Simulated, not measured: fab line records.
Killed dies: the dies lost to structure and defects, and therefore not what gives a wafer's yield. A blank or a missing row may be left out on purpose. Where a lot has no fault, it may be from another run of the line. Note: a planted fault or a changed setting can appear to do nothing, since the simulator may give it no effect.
What tool caused it? | flow nand_harc | 72 wafers from 24 lots sampled at 6 of the route's 1302 steps

## WHAT EACH GAUGE READ, for each wafer
Not one reading of a measure or inspect step in the record can be checked against a usual standard deviation.

## WHICH TOOL RAN EACH LOT (tool, then ch and the chambers of the sampled wafers, then the start)
lot  | NHARC_A_STAIRCASE_STRIP_274                   | NHARC_A_STAIRCASE_HM_DEP_459  | NHARC_A_STAIRCASE_DEP_325       | NHARC_A_STAIRCASE_CMP_152     | NHARC_A_STAIRCASE_ETCHBACK_422     | NHARC_A_STAIRCASE_CMP_472
L075 | rie_diel-11 ch 0,1,2, day 17 02:22 or earlier | acl_dep-02 ch 0, day 17 02:22 | pecvd-02 ch 0, day 18 23:13     | cmp-01 ch 0,1,3, day 19 13:09 | rie_diel-11 ch 0,1,3, day 19 13:37 | cmp-03 ch 0,1, day 19 14:32
L074 | rie_diel-08 ch 0,2, day 17 07:14 or earlier   | acl_dep-01 ch 0, day 17 07:14 | pecvd-01 ch 1,2, day 18 22:59   | cmp-02 ch 0,3, day 19 12:47   | rie_diel-11 ch 2,3, day 19 13:14   | cmp-02 ch 0,1,3, day 19 14:17
L076 | rie_diel-04 ch 0,1, day 17 15:34 or earlier   | acl_dep-01 ch 0, day 17 15:34 | pecvd-02 ch 0, day 19 05:49     | cmp-02 ch 1,2,3, day 19 21:38 | rie_diel-08 ch 1,2,3, day 19 22:07 | cmp-01 ch 2,3, day 19 22:59
L077 | rie_diel-08 ch 0,2,3, day 17 22:44 or earlier | acl_dep-02 ch 0, day 17 22:44 | pecvd-04 ch 0,1, day 19 14:10   | cmp-03 ch 0,1,2, day 20 03:16 | rie_diel-11 ch 0,1,2, day 20 03:45 | cmp-01 ch 1,2, day 20 04:40
L079 | rie_diel-04 ch 0,1,3, day 19 05:16 or earlier | acl_dep-01 ch 0, day 19 05:16 | pecvd-01 ch 0,1, day 20 23:19   | cmp-02 ch 0,2, day 21 19:23   | rie_diel-04 ch 1,2,3, day 21 19:52 | cmp-01 ch 1,2, day 21 20:46
L078 | rie_diel-04 ch 0,2, day 19 07:33 or earlier   | acl_dep-03 ch 0, day 19 07:33 | pecvd-02 ch 1,2, day 20 23:25   | cmp-02 ch 1,3, day 21 15:19   | rie_diel-04 ch 0,1,2, day 21 15:46 | cmp-01 ch 0,3, day 21 16:41
L080 | rie_diel-08 ch 0,1,2, day 19 20:12 or earlier | acl_dep-03 ch 0, day 19 20:12 | pecvd-02 ch 0,1,2, day 21 12:16 | cmp-03 ch 0,2,3, day 22 01:45 | rie_diel-04 ch 0,2,3, day 22 02:14 | cmp-01 ch 0,2, day 22 03:11
L082 | rie_diel-04 ch 0,1, day 19 23:38 or earlier   | acl_dep-03 ch 0, day 19 23:38 | pecvd-02 ch 0,2, day 21 12:50   | cmp-02 ch 0,1,2, day 22 03:09 | rie_diel-04 ch 0,3, day 22 03:37   | cmp-03 ch 0,1,2, day 22 04:33
L081 | rie_diel-08 ch 1,2,3, day 19 23:41 or earlier | acl_dep-02 ch 0, day 19 23:41 | pecvd-04 ch 0,1,2, day 21 12:16 | cmp-01 ch 0,1,2, day 22 02:02 | rie_diel-04 ch 1,2,3, day 22 02:29 | cmp-03 ch 0,2,3, day 22 03:27
L083 | rie_diel-08 ch 1,2,3, day 20 13:14 or earlier | acl_dep-02 ch 0, day 20 13:14 | pecvd-01 ch 0,2, day 22 11:34   | cmp-03 ch 1,3, day 23 03:20   | rie_diel-08 ch 0,3, day 23 05:36   | cmp-03 ch 0,1,3, day 23 06:40
L085 | rie_diel-11 ch 1,3, day 21 02:22 or earlier   | acl_dep-03 ch 0, day 21 02:22 | pecvd-04 ch 1,2, day 22 18:34   | cmp-03 ch 0,1,3, day 23 08:14 | rie_diel-11 ch 0,3, day 23 08:44   | cmp-02 ch 2,3, day 23 09:39
L086 | rie_diel-11 ch 0,1, day 21 04:15 or earlier   | acl_dep-01 ch 0, day 21 04:15 | pecvd-01 ch 0,1,2, day 22 18:34 | cmp-02 ch 0,1, day 23 07:58   | rie_diel-11 ch 0,2,3, day 23 08:27 | cmp-03 ch 1,2,3, day 23 09:23
L084 | rie_diel-04 ch 0,1,3, day 21 05:50 or earlier | acl_dep-02 ch 0, day 21 05:50 | pecvd-02 ch 1,2, day 22 18:34   | cmp-01 ch 0,1,2, day 23 09:05 | rie_diel-11 ch 0,1,3, day 23 09:32 | cmp-01 ch 2,3, day 23 10:32
L087 | rie_diel-04 ch 1,2,3, day 21 14:13 or earlier | acl_dep-02 ch 0, day 21 14:13 | pecvd-04 ch 0,2, day 23 09:26   | cmp-02 ch 0,3, day 23 22:45   | rie_diel-11 ch 0,1,2, day 23 23:14 | cmp-03 ch 1,2, day 24 00:10
L090 | rie_diel-04 ch 1,2, day 23 01:02 or earlier   | acl_dep-03 ch 0, day 23 01:02 | pecvd-04 ch 0,1,2, day 24 17:48 | cmp-01 ch 0,1,2, day 25 12:14 | rie_diel-04 ch 0,1,2, day 25 12:41 | cmp-01 ch 0,2, day 25 13:37
L089 | rie_diel-08 ch 0,1,3, day 23 02:52 or earlier | acl_dep-01 ch 0, day 23 02:52 | pecvd-01 ch 0,1,2, day 24 17:48 | cmp-02 ch 0,1,3, day 25 12:32 | rie_diel-11 ch 1,2,3, day 25 13:01 | cmp-02 ch 0,2,3, day 25 13:56
L088 | rie_diel-04 ch 1,2,3, day 23 03:16 or earlier | acl_dep-02 ch 0, day 23 03:16 | pecvd-02 ch 0,1,2, day 24 17:55 | cmp-01 ch 0,1,3, day 25 15:29 | rie_diel-11 ch 2,3, day 25 15:55   | cmp-01 ch 0,1, day 25 16:49
L091 | rie_diel-04 ch 1,2,3, day 24 04:18 or earlier | acl_dep-02 ch 0, day 24 04:18 | pecvd-01 ch 0,1,2, day 26 07:06 | cmp-02 ch 1,3, day 26 23:14   | rie_diel-08 ch 0,1,3, day 27 00:07 | cmp-01 ch 0,2,3, day 27 02:04
L093 | rie_diel-11 ch 0,2,3, day 24 16:18 or earlier | acl_dep-02 ch 0, day 24 16:18 | pecvd-04 ch 0,1,2, day 26 14:20 | cmp-02 ch 1,2, day 27 05:31   | rie_diel-11 ch 1,3, day 27 06:03   | cmp-03 ch 0,1,3, day 27 07:00
L092 | rie_diel-04 ch 0,2,3, day 24 18:08 or earlier | acl_dep-02 ch 0, day 24 18:08 | pecvd-02 ch 0,2, day 26 14:34   | cmp-01 ch 1,2,3, day 27 04:09 | rie_diel-11 ch 1,2,3, day 27 04:37 | cmp-01 ch 1,2, day 27 05:30
L094 | rie_diel-11 ch 1,2, day 25 01:52 or earlier   | acl_dep-01 ch 0, day 25 01:52 | pecvd-04 ch 0,1,2, day 26 20:14 | cmp-01 ch 1,2, day 27 11:53   | rie_diel-11 ch 2,3, day 27 12:25   | cmp-03 ch 0,1,2, day 27 13:19
L095 | rie_diel-04 ch 1,2,3, day 25 10:55 or earlier | acl_dep-03 ch 0, day 25 10:55 | pecvd-01 ch 0,2, day 27 02:55   | cmp-02 ch 0,1,3, day 27 17:50 | rie_diel-04 ch 1,2, day 27 18:16   | cmp-03 ch 0,1,2, day 27 19:11
L097 | rie_diel-08 ch 0,1,3, day 25 20:04 or earlier | acl_dep-01 ch 0, day 25 20:04 | pecvd-01 ch 0,1, day 27 17:56   | cmp-01 ch 1,2,3, day 28 10:04 | rie_diel-11 ch 1,2, day 28 10:30   | cmp-02 ch 0,2,3, day 28 11:31
L096 | rie_diel-04 ch 0,1,3, day 26 03:20 or earlier | acl_dep-01 ch 0, day 26 03:20 | pecvd-04 ch 1,2, day 28 01:12   | cmp-01 ch 0,1,2, day 28 16:35 | rie_diel-11 ch 0,2,3, day 28 17:02 | cmp-01 ch 1,2,3, day 28 17:59
- NHARC_A_STAIRCASE_STRIP_274: strips in O2.
- NHARC_A_STAIRCASE_HM_DEP_459: deposits aC, target thk 1500 nm.
- NHARC_A_STAIRCASE_DEP_325: deposits SiO2, target thk 7200 nm.
- NHARC_A_STAIRCASE_CMP_152: polishes.
- NHARC_A_STAIRCASE_ETCHBACK_422: etches the open film in CH3F/O2, target depth 40 nm, time 74.286 s.
- NHARC_A_STAIRCASE_CMP_472: polishes SiO2.

## WHAT THE TOOLS THEMSELVES READ (means of the sampled wafers that have a number; where no wafer has one, the mark that the record gives instead)
NHARC_A_STAIRCASE_STRIP_274.
lot  | tool        | drypump_motor_current_A (A) | oes_product_au (a.u.) | rf_vpp_V (V) | showerhead_plenum_p_Torr (Torr) | throttle_valve_pct (%)
L075 | rie_diel-11 | 5.9                         | 1.003                 | 57.7         | 3.46                            | 17.030
L074 | rie_diel-08 | 5.7                         | 1.003                 | 58.2         | 3.50                            | 17.041
L076 | rie_diel-04 | 6.3                         | 1.013                 | 58.0         | 3.53                            | 17.038
L077 | rie_diel-08 | 5.8                         | 1.000                 | 58.0         | 3.45                            | 17.042
L079 | rie_diel-04 | 6.0                         | 1.001                 | 57.9         | 3.46                            | 17.042
L078 | rie_diel-04 | 6.6                         | 1.006                 | 58.3         | 3.42                            | 17.040
L080 | rie_diel-08 | 5.3                         | 1.000                 | 57.7         | 3.49                            | 17.031
L082 | rie_diel-04 | 6.3                         | 1.004                 | 57.1         | 3.52                            | 17.044
L081 | rie_diel-08 | 5.6                         | 1.008                 | 57.0         | 3.43                            | 17.027
L083 | rie_diel-08 | 5.6                         | 1.002                 | 57.3         | 3.42                            | 17.040
L085 | rie_diel-11 | 5.8                         | 0.995                 | 58.4         | 3.44                            | 17.038
L086 | rie_diel-11 | 5.6                         | 1.007                 | 58.0         | 3.50                            | 17.042
L084 | rie_diel-04 | 6.0                         | 1.002                 | 57.9         | 3.45                            | 17.038
L087 | rie_diel-04 | 6.1                         | 1.008                 | 57.8         | 3.39                            | 17.042
L090 | rie_diel-04 | 6.4                         | 0.997                 | 57.5         | 3.39                            | 17.036
L089 | rie_diel-08 | 5.4                         | 1.006                 | 57.9         | 3.42                            | 17.038
L088 | rie_diel-04 | 6.0                         | 0.996                 | 57.8         | 3.38                            | 17.037
L091 | rie_diel-04 | 6.0                         | 1.002                 | 57.8         | 3.38                            | 17.053
L093 | rie_diel-11 | 5.9                         | 0.997                 | 57.9         | 3.42                            | 17.040
L092 | rie_diel-04 | 6.3                         | 0.995                 | 57.8         | 3.39                            | 17.041
L094 | rie_diel-11 | 6.2                         | 0.995                 | 57.8         | 3.38                            | 17.025
L095 | rie_diel-04 | 6.0                         | 0.996                 | 57.3         | 3.37                            | 17.040
L097 | rie_diel-08 | 5.4                         | 1.003                 | 58.0         | 3.41                            | 17.039
L096 | rie_diel-04 | 6.0                         | 1.003                 | 58.1         | 3.43                            | 17.036

NHARC_A_STAIRCASE_HM_DEP_459.
lot  | tool       | throttle_valve_pct (%)
L075 | acl_dep-02 | 34.997
L074 | acl_dep-01 | 34.998
L076 | acl_dep-01 | 35.006
L077 | acl_dep-02 | 35.000
L079 | acl_dep-01 | 35.013
L078 | acl_dep-03 | 35.002
L080 | acl_dep-03 | 35.006
L082 | acl_dep-03 | 35.005
L081 | acl_dep-02 | 35.009
L083 | acl_dep-02 | 34.997
L085 | acl_dep-03 | 35.003
L086 | acl_dep-01 | 35.008
L084 | acl_dep-02 | 35.007
L087 | acl_dep-02 | 34.999
L090 | acl_dep-03 | 34.993
L089 | acl_dep-01 | 35.002
L088 | acl_dep-02 | 34.991
L091 | acl_dep-02 | 34.999
L093 | acl_dep-02 | 34.998
L092 | acl_dep-02 | 35.008
L094 | acl_dep-01 | 35.001
L095 | acl_dep-03 | 35.002
L097 | acl_dep-01 | 34.994
L096 | acl_dep-01 | 35.000

NHARC_A_STAIRCASE_DEP_325.
lot  | tool     | heater_power_w (W) | mfc_precursor_sccm (sccm)
L075 | pecvd-02 | 566                | 199.8
L074 | pecvd-01 | 642                | 199.4
L076 | pecvd-02 | 571                | 200.2
L077 | pecvd-04 | 694                | 199.6
L079 | pecvd-01 | 641                | 199.3
L078 | pecvd-02 | 663                | 200.8
L080 | pecvd-02 | 632                | 200.5
L082 | pecvd-02 | 623                | 199.8
L081 | pecvd-04 | 719                | 200.3
L083 | pecvd-01 | 629                | 200.3
L085 | pecvd-04 | 742                | 200.1
L086 | pecvd-01 | 625                | 199.7
L084 | pecvd-02 | 628                | 200.3
L087 | pecvd-04 | 728                | 199.6
L090 | pecvd-04 | 694                | 199.6
L089 | pecvd-01 | 705                | 200.1
L088 | pecvd-02 | 631                | 200.2
L091 | pecvd-01 | 618                | 200.4
L093 | pecvd-04 | 766                | 199.6
L092 | pecvd-02 | 613                | 200.2
L094 | pecvd-04 | 741                | 199.7
L095 | pecvd-01 | 677                | 200.9
L097 | pecvd-01 | 619                | 200.2
L096 | pecvd-04 | 714                | 199.9

NHARC_A_STAIRCASE_CMP_152.
lot  | tool   | motor_current_A (A)
L075 | cmp-01 | 12.8
L074 | cmp-02 | 12.3
L076 | cmp-02 | 12.3
L077 | cmp-03 | 12.7
L079 | cmp-02 | 12.7
L078 | cmp-02 | 11.5
L080 | cmp-03 | 11.9
L082 | cmp-02 | 12.7
L081 | cmp-01 | 12.7
L083 | cmp-03 | 11.7
L085 | cmp-03 | 12.0
L086 | cmp-02 | 12.4
L084 | cmp-01 | 12.8
L087 | cmp-02 | 12.3
L090 | cmp-01 | 12.3
L089 | cmp-02 | 12.3
L088 | cmp-01 | 12.1
L091 | cmp-02 | 12.3
L093 | cmp-02 | 12.7
L092 | cmp-01 | 12.9
L094 | cmp-01 | 13.0
L095 | cmp-02 | 12.1
L097 | cmp-01 | 12.8
L096 | cmp-01 | 12.5

NHARC_A_STAIRCASE_ETCHBACK_422.
lot  | tool        | drypump_motor_current_A (A) | oes_product_au (a.u.) | rf_vpp_V (V) | showerhead_plenum_p_Torr (Torr) | throttle_valve_pct (%)
L075 | rie_diel-11 | 5.7                         | 1.00                  | 243.3        | 2.42                            | 20.657
L074 | rie_diel-11 | 6.2                         | 0.99                  | 242.5        | 2.36                            | 20.656
L076 | rie_diel-08 | 5.6                         | 0.92                  | 242.9        | 2.38                            | 20.658
L077 | rie_diel-11 | 5.9                         | 1.00                  | 243.7        | 2.40                            | 20.672
L079 | rie_diel-04 | 6.0                         | 0.92                  | 242.6        | 2.36                            | 20.661
L078 | rie_diel-04 | 6.3                         | 0.93                  | 243.8        | 2.41                            | 20.660
L080 | rie_diel-04 | 6.2                         | 0.93                  | 243.3        | 2.37                            | 20.666
L082 | rie_diel-04 | 5.9                         | 0.93                  | 243.0        | 2.37                            | 20.659
L081 | rie_diel-04 | 6.0                         | 1.00                  | 242.2        | 2.36                            | 20.671
L083 | rie_diel-08 | 5.6                         | 0.93                  | 243.4        | 2.39                            | 20.671
L085 | rie_diel-11 | 5.6                         | 1.00                  | 243.8        | 2.43                            | 20.664
L086 | rie_diel-11 | 5.9                         | 0.92                  | 243.3        | 2.39                            | 20.664
L084 | rie_diel-11 | 5.7                         | 0.93                  | 242.7        | 2.41                            | 20.668
L087 | rie_diel-11 | 5.9                         | 1.00                  | 244.1        | 2.39                            | 20.664
L090 | rie_diel-04 | 6.3                         | 1.00                  | 243.7        | 2.39                            | 20.659
L089 | rie_diel-11 | 6.0                         | 0.92                  | 242.6        | 2.36                            | 20.669
L088 | rie_diel-11 | 6.2                         | 0.93                  | 242.9        | 2.34                            | 20.656
L091 | rie_diel-08 | 5.4                         | 0.93                  | 242.9        | 2.37                            | 20.656
L093 | rie_diel-11 | 5.8                         | 1.00                  | 243.4        | 2.37                            | 20.662
L092 | rie_diel-11 | 6.1                         | 1.01                  | 242.2        | 2.35                            | 20.660
L094 | rie_diel-11 | 6.2                         | 1.01                  | 242.2        | 2.33                            | 20.668
L095 | rie_diel-04 | 6.1                         | 0.93                  | 243.0        | 2.38                            | 20.661
L097 | rie_diel-11 | 6.2                         | 1.01                  | 242.5        | 2.34                            | 20.661
L096 | rie_diel-11 | 5.9                         | 1.01                  | 242.1        | 2.37                            | 20.654

NHARC_A_STAIRCASE_CMP_472.
lot  | tool   | motor_current_A (A)
L075 | cmp-03 | 12.4
L074 | cmp-02 | 12.5
L076 | cmp-01 | 13.8
L077 | cmp-01 | 12.8
L079 | cmp-01 | 13.3
L078 | cmp-01 | 12.3
L080 | cmp-01 | 12.2
L082 | cmp-03 | 12.4
L081 | cmp-03 | 11.9
L083 | cmp-03 | 11.9
L085 | cmp-02 | 11.8
L086 | cmp-03 | 11.5
L084 | cmp-01 | 13.3
L087 | cmp-03 | 12.2
L090 | cmp-01 | 12.5
L089 | cmp-02 | 12.2
L088 | cmp-01 | 11.8
L091 | cmp-01 | 12.5
L093 | cmp-03 | 12.0
L092 | cmp-01 | 13.0
L094 | cmp-03 | 12.2
L095 | cmp-03 | 12.4
L097 | cmp-02 | 12.6
L096 | cmp-01 | 13.4

## THE ANSWER, worked out from the rows above alone
Rule: the lots themselves supply what counts as usual. Put in order of their means at a reading, lots are off if they are a third of the lots or fewer, leave a main group of 4 or more, and stand apart from it by a gap of 3 or more times the standard deviation of the main group's means; of several such gaps the widest counts. A main group is skipped when, at the precision printed for the reading in the tables above, its means are all equal. Also off: a lot with no number at a reading for which 4 or more lots have one. All remaining lots with rows at the step are treated as sound. Order of review: gauges by route order, followed by the tools' own readings, for which a lot's mean as printed above is used. The first step at which some lot is off is used, and at that step the reading that is off furthest; a lot without a number counts as furthest.
No lot is off at any reading shown: from this, nothing can be told.

## WHAT THE SIMULATOR HAD PUT IN
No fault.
